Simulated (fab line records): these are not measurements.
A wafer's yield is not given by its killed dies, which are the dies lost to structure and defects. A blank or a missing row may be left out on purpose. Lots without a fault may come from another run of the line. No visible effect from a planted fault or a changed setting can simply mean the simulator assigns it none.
3 desks, one fault / flow n5-finfet / numbers are kept per desk, each desk with only its own; the story behind them comes last

== THE DEFECT DESK ==
For each lot, the counts of the inspections along the route, averaged over the sampled wafers that have a number. A lot is out of limits, marked OUT, if its mean lies more than 4 standard deviations from the usual mean; the brackets give that distance.
Columns: A = raw-defect-count at N5_BEOL_M4_INSPECT_30, usual 420
lot=L464; first seen here=day 10 02:58; A=413
lot=L466; first seen here=day 10 05:23; A=450
lot=L472; first seen here=day 11 03:56; A=388
lot=L486; first seen here=day 14 11:58; A=288
lot=L484; first seen here=day 15 04:52; A=433
This desk's finding: nothing out of limits on any of the 5 lots.

== DESK OF THE TOOL OWNER: rie-diel-02 ==
The tool's own readings at N5_BEOL_M4_ETCH_70 (etches SOC in N2/H2, target depth 80 nm, overetch 24 nm, time 130 s): means of the sampled wafers that have a number, for each lot that ran on this tool. A lot is out of limits, marked OUT, if its mean lies more than 4 standard deviations from the usual mean; the brackets give that distance.
Columns: A = drypump-motor-current-A at N5_BEOL_M4_ETCH_70, usual 5.7 A; B = oes-product-au at N5_BEOL_M4_ETCH_70, usual 0.57 a.u.; C = rf-vpp-V at N5_BEOL_M4_ETCH_70, usual 524.1 V; D = run-length-s at N5_BEOL_M4_ETCH_70, usual 153.3 s; E = showerhead-plenum-p-Torr at N5_BEOL_M4_ETCH_70, usual 2.55 Torr; F = throttle-valve-pct at N5_BEOL_M4_ETCH_70, usual 17.81 %
lot=L464; first seen here=day 10 22:07; A=5.6; B=0.55; C=523.7; D=153.3; E=2.54; F=17.94
lot=L472; first seen here=day 12 06:53; A=5.5; B=0.62; C=524.0; D=145.1 (-18) OUT; E=2.55; F=17.95
lot=L484; first seen here=day 15 23:36; A=5.5; B=0.55; C=523.5; D=152.9; E=2.54; F=17.99
This desk finds L472 out of limits, L472 being first, at day 12 06:53 (run-length-s at N5_BEOL_M4_ETCH_70). In limits: L464, L484.

== FROM THE METROLOGY DESK ==
What the gauges read for every lot (on any tool): the sampled wafers with a number, averaged. A lot is out of limits, marked OUT, if its mean lies more than 4 standard deviations from the usual mean; the brackets give that distance. Of its 12 readings 7 are shown: those that lie furthest out on some lot.
Columns: A = cd-nm at N5_BEOL_M4_CD_MEAS_28, usual 26.27 nm; B = DIBL_P at N5_BEOL_M4_RC_MEAS_101, usual 36.2 mV/V; C = ION_N at N5_BEOL_M4_RC_MEAS_101, usual 674 uA/um; D = SS_N at N5_BEOL_M4_RC_MEAS_101, usual 71.4 mV/dec; E = SS_P at N5_BEOL_M4_RC_MEAS_101, usual 73.4 mV/dec; F = VT_N at N5_BEOL_M4_RC_MEAS_101, usual 250.0 mV; G = VT_P at N5_BEOL_M4_RC_MEAS_101, usual -251 mV
lot=L464; first seen here=day 10 02:52; A=26.14; B=37.4; C=671; D=71.7; E=73.5; F=249.6; G=-253
lot=L466; first seen here=day 10 05:19; A=26.12; B=34.6; C=675; D=71.5; E=73.1; F=251.3; G=-250
lot=L472; first seen here=day 11 03:51; A=26.45; B=35.8; C=678; D=71.3; E=72.9; F=247.3; G=-255
lot=L486; first seen here=day 14 11:53; A=25.99; B=35.0; C=673; D=70.8; E=72.3; F=252.4; G=-250
lot=L484; first seen here=day 15 04:47; A=26.52; B=34.2; C=662; D=70.8; E=73.4; F=253.3; G=-253
This desk's finding: nothing out of limits on any of the 5 lots.

== BROUGHT TOGETHER ==
On L472, at day 12 06:53, an alarm was possible from the tool owner's desk.
No out-of-limits result turned up at the defect desk.
Nothing out of limits was seen by the metrology desk.
The defect desk has L472 on record, within its limits.
The metrology desk holds a record of L472, inside its limits.
Of the lots named, all ran N5_BEOL_M4_ETCH_70 on rie-diel-02.

== WHAT WAS PUT IN BY THE SIMULATOR ==
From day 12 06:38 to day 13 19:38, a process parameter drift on rie-diel-02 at N5_BEOL_M4_ETCH_70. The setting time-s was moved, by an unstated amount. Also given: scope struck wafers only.
Struck lots among those shown: L472.
Delay in hours, fault start to first out-of-limits reading, by desk: the tool owner's desk at 0.
